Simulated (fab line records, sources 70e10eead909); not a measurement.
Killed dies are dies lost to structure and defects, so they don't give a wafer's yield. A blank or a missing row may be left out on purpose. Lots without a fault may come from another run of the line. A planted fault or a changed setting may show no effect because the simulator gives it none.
One fault seen from 2 desks | flow nand_harc | each desk has only its own numbers; what lay behind them comes last

THE TOOL OWNER'S DESK: pvd_sputter-01
The tool's own readings at NHARC_P_BONDPAD_PVD_27 (deposits Cu, target thk 30 nm, time 20.49 s): means of the sampled wafers that have a number, for each lot that ran on this tool. A lot is out of limits, marked OUT, if its mean lies more than 4 standard deviations from the usual mean; the brackets give that distance.
Columns: A = throttle_valve_pct at NHARC_P_BONDPAD_PVD_27, usual 30.0 %
lot  | first seen here | A
L576 | day 6 13:40     | 30.4
L577 | day 7 00:52     | 31.0
L586 | day 9 02:14     | 30.3
L587 | day 9 03:37     | 30.0
L590 | day 9 23:15     | 30.1
L591 | day 10 04:17    | 30.4
This desk's finding: nothing out of limits on any of the 6 lots.

THE METROLOGY DESK
What the gauges read, lot by lot, whatever tool the lot ran on: means of the sampled wafers that have a number. A lot is out of limits, marked OUT, if its mean lies more than 4 standard deviations from the usual mean; the brackets give that distance.
Columns: A = cd_nm at NHARC_THIN_TSV_CD_MEAS_37, usual 5001 nm
lot  | first seen here | A
L576 | day 18 20:26    | 4999
L577 | day 19 11:14    | 5001
L579 | day 19 12:22    | 5004
L578 | day 19 14:17    | 5004
L581 | day 19 15:33    | 4997
L583 | day 20 06:52    | 5000
L580 | day 20 13:44    | 4997
L585 | day 20 19:22    | 4999
L584 | day 20 20:56    | 5004
L586 | day 21 11:05    | 5007
L587 | day 21 13:05    | 5001
L590 | day 21 18:32    | 5005
L591 | day 22 21:07    | 5005
L599 | day 24 11:42    | 5002
This desk's finding: nothing out of limits on any of the 14 lots.

PUT TOGETHER
The tool owner's desk saw nothing out of limits.
The metrology desk saw nothing out of limits.

WHAT THE SIMULATOR HAD PUT IN
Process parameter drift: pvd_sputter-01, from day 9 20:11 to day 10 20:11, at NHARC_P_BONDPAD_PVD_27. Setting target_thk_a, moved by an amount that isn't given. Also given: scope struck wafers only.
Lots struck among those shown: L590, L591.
